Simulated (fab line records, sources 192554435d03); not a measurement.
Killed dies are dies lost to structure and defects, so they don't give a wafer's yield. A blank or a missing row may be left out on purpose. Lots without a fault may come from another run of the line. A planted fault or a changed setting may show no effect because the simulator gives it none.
Chamber matching | flow n5_finfet | N5_BEOL_M3_STRIP_36 on rie_diel-04: 4 sister chambers
The step strips in N2/H2. 18 wafers are shown with their chamber, then 9 later ones without.

WAFERS WITH THEIR CHAMBER
wafer  | chamber | throttle_valve_pct (%) | drypump_motor_current_A (A) | oes_product_au (a.u.)
L076.2 | 3       | 24.0                   | 5.8                         | 0.73
L076.5 | 1       | 24.0                   | 5.4                         | 0.74
L076.6 | 0       | 23.1                   | 5.6                         | 0.95
L079.2 | 2       | 23.6                   | 5.2                         | 0.88
L079.3 | 0       | 23.1                   | 5.6                         | 0.93
L079.4 | 3       | 24.0                   | 5.9                         | 0.72
L082.2 | 0       | 23.1                   | 5.6                         | 0.92
L082.5 | 2       | 23.6                   | 5.2                         | 0.86
L082.6 | 3       | 24.0                   | 5.9                         | 0.72
L086.2 | 3       | 24.0                   | 5.9                         | 0.72
L086.3 | 1       | 24.0                   | 5.4                         | 0.74
L086.6 | 0       | 23.1                   | 5.6                         | 0.90
L088.1 | 1       | 24.0                   | 5.3                         | 0.72
L088.2 | 3       | 24.0                   | 5.8                         | 0.72
L088.3 | 0       | 23.1                   | 5.6                         | 0.89
L093.1 | 2       | 23.6                   | 5.2                         | 0.83
L093.2 | 3       | 24.1                   | 5.9                         | 0.71
L093.5 | 1       | 24.0                   | 5.4                         | 0.72

SIGNATURES (means of the wafers above)
reading                 | chamber 0 | chamber 1 | chamber 2 | chamber 3 | scatter within a chamber
throttle_valve_pct      | 23.100    | 24.000    | 23.600    | 24.017    | 0.0244
drypump_motor_current_A | 5.600     | 5.375     | 5.200     | 5.867     | 0.0386
oes_product_au          | 0.9180    | 0.7300    | 0.8567    | 0.7200    | 0.0172
Rule: a wafer's distance from a chamber is the root of the sum, over the readings, of the square of ((its reading less the chamber's mean) divided by the reading's scatter). The wafer belongs to the nearest chamber; if the next one is less than 2 further off, it can't be placed. The scatter: the root of (the sum of the squares of (reading less its chamber's mean) over the shown wafers, divided by (wafers less chambers)).

WAFERS WITHOUT THEIR CHAMBER
wafer  | throttle_valve_pct (%) | drypump_motor_current_A (A) | oes_product_au (a.u.)
L094.1 | 24.1                   | 5.9                         | 0.70
L094.5 | 23.6                   | 5.3                         | 0.84
L094.6 | 24.0                   | 5.4                         | 0.74
L095.1 | 24.1                   | 5.9                         | 0.71
L095.3 | 23.2                   | 5.6                         | 0.88
L095.4 | 24.0                   | 5.4                         | 0.72
L096.1 | 24.1                   | 5.3                         | 0.73
L096.3 | 23.6                   | 5.2                         | 0.83
L096.4 | 23.2                   | 5.6                         | 0.90

WHICH CHAMBER EACH WENT THROUGH
wafer  | from the rows above | in truth
L094.1 | 3                   | 3
L094.5 | 2                   | 2
L094.6 | 1                   | 1
L095.1 | 3                   | 3
L095.3 | 0                   | 0
L095.4 | 1                   | 1
L096.1 | 1                   | 1
L096.3 | 2                   | 2
L096.4 | 0                   | 0
Placed correctly: 9 of 9. Can't be placed from these rows: 0. Placed wrongly: 0.
